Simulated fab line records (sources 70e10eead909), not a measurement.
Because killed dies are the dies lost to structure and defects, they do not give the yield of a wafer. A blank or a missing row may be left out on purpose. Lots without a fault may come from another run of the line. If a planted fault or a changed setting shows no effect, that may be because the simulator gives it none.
fab line records -- flow nand_harc
record: lots: 6, wafers: 16, last_day: 24
route steps=1159 shown A_CONTACT@847
lots untouched by any fault: they come from a run of this same line in which no faults occurred
start_h: hours from the record's first day to the start of the lot's first wafer shown -- wait_h: hours from the lot's prior step to this one -- " same as the row above -- L1.1+2: one row covering several wafers at once -- - value missing, or start not given -- * or withheld: withheld -- < > ~ a bound
route shown NAME@n: names a module that has steps shown in the file, with the first one's number in the route -- usual: mean/standard deviation taken from wafers without a fault -- same: alike in all rows -- chamber/n: place in a boat -- sites: per-site readings -- _std_site: the standard deviation of these -- _edge_site: inner sites' mean taken away from outer sites' mean -- radius_mm: how far each site lies from the wafer's centre -- mask NAME#n: copy n -- behind: tool/chamber where the wafer was last shaped -- hold: reason for holding the lot/hours on hold/outcome of the hold -- device: the transistor (n, p or np) that didn't switch -- end of line: the same wafers' tests at the end of the route -- a step given without rows: its recipe and nothing more -- killed: count of dies lost to structure and defects at first sort (not the wafer's yield) -- map: a wafer's dies, x killed, . not, _ none there
set.NAME: the run value of the setting; set.NAME@STEP: its run value at that earlier step -- model.NAME: the simulator's own value behind a step, which no gauge read
a table for each step, a row for each wafer; lots at some steps of the route
services: the hour from which a tool's chamber was out of use, counted from the record's first day as start_h (under 0 if before that day), plus the number of hours and why
== steps ==
step: NHARC_A_CONTACT_COAT_35
recipe: temp_c: 225, time_s: 65
step: NHARC_A_CONTACT_COAT_36
recipe: spin_rpm: 1500, resist_thk_nm: 90
step: NHARC_A_CONTACT_SOFTBAKE_37
recipe: temp_c: 105, time_s: 55
step: NHARC_A_CONTACT_EBR_38
step: NHARC_A_CONTACT_EXPOSE_39
recipe: na: 1.35, sigma_outer: 0.8, dose_mj: 58.79, mask_id: A_CC_3
step: NHARC_A_CONTACT_PEB_40
recipe: peb_temp_c: 100, peb_time_s: 65
step: NHARC_A_CONTACT_DEVELOP_41
recipe: develop_time_s: 35, dev_temp_c: 23
step: NHARC_A_CONTACT_CD_MEAS_42
recipe: target_cd_nm: 200, landing_energy_ev: 500
usual: cd_nm: 200.0/0.72
lot.wafer,tool,chamber,start_h,wait_h,cd_nm
L282.1,cd_sem-03,0,370.73,-,198.8
L282.3,cd_sem-03,0,370.73,-,200.0
L282.6,cd_sem-03,0,370.73,-,199.8
L290.1,cd_sem-03,0,414.16,-,201.3
L290.4,cd_sem-03,0,414.16,-,201.0
L290.6,cd_sem-03,0,414.16,-,200.8
L289.1,cd_sem-02,0,422.39,-,199.9
L289.4,cd_sem-02,0,422.39,-,201.5
L289.6,cd_sem-02,0,422.39,-,200.4
L301.1,cd_sem-03,0,476.42,-,199.7
L301.4,cd_sem-03,0,476.42,-,200.5
L302.1,cd_sem-03,0,499.26,-,200.0
L302.6,cd_sem-03,0,499.26,-,199.3
L304.2,cd_sem-03,0,499.55,-,200.4
L304.5,cd_sem-03,0,499.55,-,200.4
L304.6,cd_sem-03,0,499.55,-,201.1
step: NHARC_A_CONTACT_OVL_MEAS_43
usual: overlay_x_nm: 0.1/0.7, overlay_y_nm: 0.0/0.78
lot.wafer,tool,chamber,start_h,wait_h,overlay_x_nm,overlay_y_nm
L282.1,overlay-02,-,370.82,-,0.8,0.2
L282.3,overlay-02,-,370.82,-,0.8,-0.1
L282.6,overlay-02,-,370.82,-,0.6,0.5
L290.1,overlay-02,-,414.25,-,0.1,-1.1
L290.4,overlay-02,-,414.25,-,0.0,-0.9
L290.6,overlay-02,-,414.25,-,-0.4,-1.7
L289.1,overlay-02,-,422.48,-,-0.1,0.2
L289.4,overlay-02,-,422.48,-,-0.6,-0.1
L289.6,overlay-02,-,422.48,-,-0.8,-0.3
L301.1,overlay-01,-,476.51,-,-0.3,0.8
L301.4,overlay-01,-,476.51,-,-0.1,0.7
L302.1,overlay-01,-,499.35,-,-0.5,-0.1
L302.6,overlay-01,-,499.35,-,-0.2,0.1
L304.2,overlay-02,-,499.63,-,0.6,-1.6
L304.5,overlay-02,-,499.63,-,0.0,-1.3
L304.6,overlay-02,-,499.63,-,0.6,-1.6
step: NHARC_A_CONTACT_INSPECT_44
usual: raw_defect_count: 24/12
lot.wafer,tool,chamber,start_h,wait_h,raw_defect_count
L282.1,defect_inspect-01,-,370.85,0.0,20
L282.3,defect_inspect-01,-,370.85,0.0,20
L282.6,defect_inspect-01,-,370.85,0.0,21
L290.1,defect_inspect-01,-,414.28,0.0,7
L290.4,defect_inspect-01,-,414.28,0.0,9
L290.6,defect_inspect-01,-,414.28,0.0,4
L289.1,defect_inspect-02,-,422.51,0.0,10
L289.4,defect_inspect-02,-,422.51,0.0,12
L289.6,defect_inspect-02,-,422.51,0.0,8
L301.1,defect_inspect-02,-,476.55,0.0,56
L301.4,defect_inspect-02,-,476.55,0.0,51
L302.1,defect_inspect-02,-,499.39,0.0,15
L302.6,defect_inspect-02,-,499.39,0.0,9
L304.2,defect_inspect-02,-,499.67,0.0,36
L304.5,defect_inspect-02,-,499.67,0.0,46
L304.6,defect_inspect-02,-,499.67,0.0,44
step: NHARC_A_CONTACT_DESCUM_47
recipe: time_s: 3, o2_flow_sccm: 200, ar_flow_sccm: 0, bias_power_w: 0, chemistry: O2
usual: drypump_motor_current_A: 5.7/0.38, oes_product_au: 1.001/0.016, rf_vpp_V: 57.9/0.92, showerhead_plenum_p_Torr: 1.92/0.091, throttle_valve_pct: 11.311/0.0094
lot.wafer,tool,chamber,start_h,wait_h,drypump_motor_current_A,oes_product_au,rf_hours_counter_h,rf_vpp_V,showerhead_plenum_p_Torr,throttle_valve_pct
L282.3,rie_diel-12,2,370.95,0.1,5.7,1.033,29,57.1,1.86,11.322
L282.1,rie_diel-12,0,370.95,0.1,5.3,1.008,30,59.1,1.98,11.291
L282.6,rie_diel-12,2,370.95,0.1,5.7,1.029,-,57.3,1.86,11.307
L290.4,rie_diel-12,1,414.35,0.1,5.5,0.986,5,57.0,1.81,11.307
L290.1,rie_diel-12,0,414.35,0.1,5.3,1.000,5,59.8,1.97,11.308
L290.6,rie_diel-12,2,414.35,0.1,5.7,1.012,-,57.1,1.86,11.305
L289.4,rie_diel-10,2,422.58,0.1,5.6,1.004,22,57.2,1.84,11.295
L289.1,rie_diel-10,3,422.58,0.1,6.0,1.019,19,58.1,1.95,11.309
L289.6,rie_diel-10,2,422.58,0.1,5.6,1.006,-,57.7,1.84,11.306
L301.4,rie_diel-12,1,476.63,0.1,5.5,0.981,16,58.2,1.81,11.307
L301.1,rie_diel-12,2,476.63,0.1,5.7,0.999,15,58.9,1.85,11.325
L302.1,rie_diel-12,1,499.46,0.1,5.5,0.982,20,57.5,1.81,11.298
L302.6,rie_diel-12,0,499.46,0.1,5.3,0.992,-,58.4,1.97,11.320
L304.2,rie_diel-13,0,499.75,0.1,5.2,1.008,13,59.2,2.05,11.306
L304.5,rie_diel-13,2,499.75,0.1,5.4,0.999,-,59.3,1.98,11.311
L304.6,rie_diel-13,3,499.75,0.1,4.9,1.011,-,56.0,1.78,11.307
step: NHARC_A_CONTACT_ETCH_48
recipe: target_depth_a: 390, over_etch_frac: 0.3, time_s: 65, ion_energy_ev: 80, cf4_flow_sccm: 150, ar_flow_sccm: 0, rf_w: 300, bias_w: 100, chemistry: CF4
usual: bias_w: 99.99/0.27, drypump_motor_current_A: 5.7/0.39, oes_product_au: 1.001/0.016, rf_vpp_V: 151.1/1.3, run_length_s: 86.4/0.5, showerhead_plenum_p_Torr: 1.78/0.078, throttle_valve_pct: 13.283/0.0094
lot.wafer,tool,chamber,start_h,wait_h,bias_w,drypump_motor_current_A,oes_product_au,rf_hours_counter_h,rf_vpp_V,run_length_s,showerhead_plenum_p_Torr,throttle_valve_pct
L282.1,rie_diel-12,3,371.03,0.1,99.87,6.0,0.986,26,150.1,85.3,1.80,13.283
L282.3,rie_diel-12,1,371.03,0.1,99.92,5.5,0.967,30,149.0,86.9,1.68,13.279
L282.6,rie_diel-12,2,371.03,0.1,100.04,5.7,1.020,-,150.4,86.6,1.72,13.289
L290.4,rie_diel-12,1,414.44,0.1,100.43,5.5,1.002,5,149.8,87.0,1.68,13.279
L290.1,rie_diel-12,2,414.44,0.1,100.18,5.7,1.020,4,149.8,87.0,1.72,13.284
L290.6,rie_diel-12,1,414.44,0.1,100.35,5.5,0.999,-,149.0,87.2,1.68,13.288
L289.1,rie_diel-10,2,422.67,0.1,100.21,5.6,1.015,22,149.7,86.0,1.70,13.296
L289.4,rie_diel-10,3,422.67,0.1,99.88,6.0,1.016,19,151.5,86.5,1.80,13.301
L289.6,rie_diel-10,2,422.67,0.1,99.78,5.6,1.011,-,150.0,85.9,1.70,13.283
L301.4,rie_diel-12,2,476.71,0.1,99.89,5.7,1.004,15,150.7,87.0,1.72,13.295
L301.1,rie_diel-12,3,476.71,0.1,99.92,5.9,0.953,16,151.8,85.4,1.80,13.287
L302.1,rie_diel-12,2,499.54,0.1,99.84,5.7,1.011,20,149.3,86.5,1.72,13.282
L302.6,rie_diel-12,1,499.54,0.1,100.15,5.5,0.995,-,149.6,86.9,1.68,13.269
L304.2,rie_diel-13,2,499.83,0.1,99.86,5.4,0.993,13,153.2,86.9,1.83,13.272
L304.5,rie_diel-13,2,499.83,0.1,99.92,5.4,0.994,-,153.7,86.6,1.83,13.291
L304.6,rie_diel-13,3,499.83,0.1,99.73,4.9,1.003,-,150.4,86.6,1.65,13.288
step: NHARC_A_CONTACT_ETCH_49
recipe: target_depth_a: 2600, over_etch_frac: 0.3, time_s: 475.3, ion_energy_ev: 200, n2_flow_sccm: 150, h2_flow_sccm: 150, ar_flow_sccm: 0, rf_w: 400, bias_w: 150, chemistry: N2/H2
usual: bias_w: 150.0/0.42, drypump_motor_current_A: 5.7/0.38, oes_product_au: 1.002/0.015, rf_vpp_V: 431.0/2.7, run_length_s: 496.6/0.43, showerhead_plenum_p_Torr: 2.06/0.099, throttle_valve_pct: 14.171/0.0095
lot.wafer,tool,chamber,start_h,wait_h,bias_w,drypump_motor_current_A,oes_product_au,rf_hours_counter_h,rf_vpp_V,run_length_s,showerhead_plenum_p_Torr,throttle_valve_pct
L282.1,rie_diel-12,2,371.15,-,150.1,5.8,1.026,29,429.3,496.8,1.98,14.176
L282.3,rie_diel-12,3,371.15,-,150.3,5.9,0.993,26,430.7,496.2,2.08,14.175
L282.6,rie_diel-12,2,371.15,-,150.2,5.8,1.022,-,429.1,497.0,1.98,14.163
L290.1,rie_diel-12,1,414.53,-,149.5,5.5,0.999,5,426.9,496.7,1.93,14.166
L290.4,rie_diel-12,0,414.53,-,149.7,5.3,1.008,5,430.9,496.8,2.10,14.181
L290.6,rie_diel-12,2,414.53,-,150.0,5.7,1.012,-,429.3,496.8,1.98,14.169
L289.1,rie_diel-10,0,422.79,-,150.4,6.3,1.010,25,432.4,495.8,2.15,14.158
L289.4,rie_diel-10,2,422.79,-,150.2,5.6,0.998,23,429.2,496.4,1.96,14.176
L289.6,rie_diel-10,0,422.79,-,150.6,6.3,1.015,-,433.2,496.1,2.15,14.165
L301.4,rie_diel-12,2,476.85,-,149.9,5.7,0.999,15,428.7,497.0,1.98,14.174
L301.1,rie_diel-12,3,476.85,-,-,6.0,0.961,16,431.2,372.3,2.07,14.171
L302.1,rie_diel-12,1,499.73,-,-,5.5,0.986,20,428.3,374.0,1.92,14.161
L302.6,rie_diel-12,2,499.73,-,-,5.7,1.012,-,427.4,373.5,1.97,14.176
L304.2,rie_diel-13,3,500.06,-,149.9,5.0,1.018,14,426.9,497.1,1.89,14.184
L304.6,rie_diel-13,3,500.06,-,150.7,5.0,1.016,-,428.4,497.0,1.89,14.161
L304.5,rie_diel-13,0,500.06,-,150.0,5.3,1.011,-,434.5,497.1,2.19,14.168
step: NHARC_A_CONTACT_ETCH_50
recipe: target_depth_a: 847, time_s: 42.4, cf4_flow_sccm: 100, chf3_flow_sccm: 30, ar_flow_sccm: 0, rf_w: 500, bias_w: 200, chemistry: CF4/CHF3
usual: bias_w: 200.0/0.66, chf3_flow_sccm: 30.01/0.08, drypump_motor_current_A: 5.7/0.38, oes_product_au: 0.951/0.023, rf_vpp_V: 371.0/2.5, run_length_s: 63.8/0.46, showerhead_plenum_p_Torr: 1.58/0.07, throttle_valve_pct: 16.803/0.0086
lot.wafer,tool,chamber,start_h,wait_h,bias_w,chf3_flow_sccm,drypump_motor_current_A,oes_product_au,rf_hours_counter_h,rf_vpp_V,run_length_s,showerhead_plenum_p_Torr,throttle_valve_pct
L282.3,rie_diel-12,3,-,-,199.3,30.12,5.9,0.961,26,372.0,63.4,1.60,16.801
L282.1,rie_diel-12,1,-,-,199.6,29.94,5.5,0.911,30,369.0,63.9,1.50,16.801
L282.6,rie_diel-12,2,-,-,199.5,30.02,5.7,0.953,-,368.8,64.4,1.53,16.790
L290.1,rie_diel-12,1,-,-,201.3,29.97,5.5,0.963,5,367.5,64.5,1.50,16.804
L290.4,rie_diel-12,2,-,-,200.0,30.12,5.7,0.973,5,368.9,64.3,1.53,16.806
L290.6,rie_diel-12,1,-,-,200.2,30.04,5.5,0.960,-,368.3,64.3,1.49,16.804
L289.4,rie_diel-10,0,-,-,200.9,30.14,6.3,0.980,25,371.9,63.2,1.65,16.814
L289.1,rie_diel-10,2,-,-,201.7,29.99,5.6,0.970,23,369.7,63.4,1.52,16.808
L289.6,rie_diel-10,1,-,-,199.8,29.95,6.3,0.975,-,374.5,63.9,1.69,16.809
L301.4,rie_diel-12,2,-,-,199.8,30.17,5.7,0.985,15,368.1,64.2,1.53,16.811
L301.1,rie_diel-12,3,-,-,199.2,29.99,6.0,0.935,16,372.0,62.7,1.60,16.807
L302.1,rie_diel-12,2,-,-,200.3,30.12,5.7,0.969,20,367.9,64.3,1.53,16.794
L302.6,rie_diel-12,1,-,-,200.3,29.90,5.5,0.938,-,367.8,63.8,1.49,16.795
L304.2,rie_diel-13,0,-,-,200.2,29.88,5.2,0.970,14,374.4,64.3,1.68,16.808
L304.6,rie_diel-13,3,-,-,200.3,29.99,4.9,0.976,-,366.8,64.2,1.47,16.812
L304.5,rie_diel-13,0,-,-,199.3,29.93,5.2,0.977,-,374.4,64.3,1.68,16.818
== services ==
tool,chamber,start_h,hours,kind
rie_diel-10,-,353.50,9.0,pm
rie_diel-12,0,358.66,-,clean
rie_diel-12,1,358.66,-,clean
rie_diel-12,2,358.66,-,clean
rie_diel-12,3,358.66,-,clean
rie_diel-10,3,373.61,6.9,repair
rie_diel-12,-,379.40,9.0,pm
rie_diel-12,0,379.40,9.0,vent_cycle
rie_diel-12,1,379.40,9.0,vent_cycle
rie_diel-12,2,379.40,9.0,vent_cycle
rie_diel-12,3,379.40,9.0,vent_cycle
rie_diel-12,0,388.40,-,clean
rie_diel-12,1,388.40,-,clean
rie_diel-12,1,388.40,-,consumable_replace:focus_ring
rie_diel-12,2,388.40,-,clean
rie_diel-12,3,388.40,-,clean
rie_diel-12,0,412.90,-,clean
rie_diel-12,1,412.90,-,clean
rie_diel-13,2,413.52,13.1,repair
rie_diel-13,3,421.53,9.9,repair
rie_diel-13,-,453.15,9.0,pm
rie_diel-10,-,483.08,4.7,repair
rie_diel-13,2,494.71,3.3,repair
rie_diel-13,1,499.40,5.5,repair
== key ==
first_sign: step: NHARC_A_CONTACT_ETCH_49, reading: run_length_s, direction: down, sigmas: 99+, usual: *, struck: *
effect none on later readings
met_at NHARC_A_CONTACT_ETCH_49
struck_wafers L301.1,L302.1,L302.6
later_rows_left_out L301.1,L302.6
sort_left_out L301.1,L302.1,L302.6
tester_left_out L301,L302
onset_between 414.53 476.85
fault: kind: process_parameter_drift, tool: rie_diel-12, chamber: -, onset_h: 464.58, steps: NHARC_A_CONTACT_ETCH_49, channel: time_s, offset: *, shape: step, end_h: 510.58, scope: struck_wafers_only, acts_in: *, stated: *
tester_left_out: of these lots the tester's yield and bins aren't shown, on N5 and GAA mostly nor the transistor test; their killed dies are dies lost to structure and defects alone, not to doping, threshold or leakage, so they don't give the yield
sort_left_out: the simulated sort isn't trusted on such a fault, so these wafers' sort isn't shown, and their yield isn't known
later_rows_left_out: the simulator's readings of these wafers behind a module that went badly wrong aren't trusted and aren't shown, but for the sort
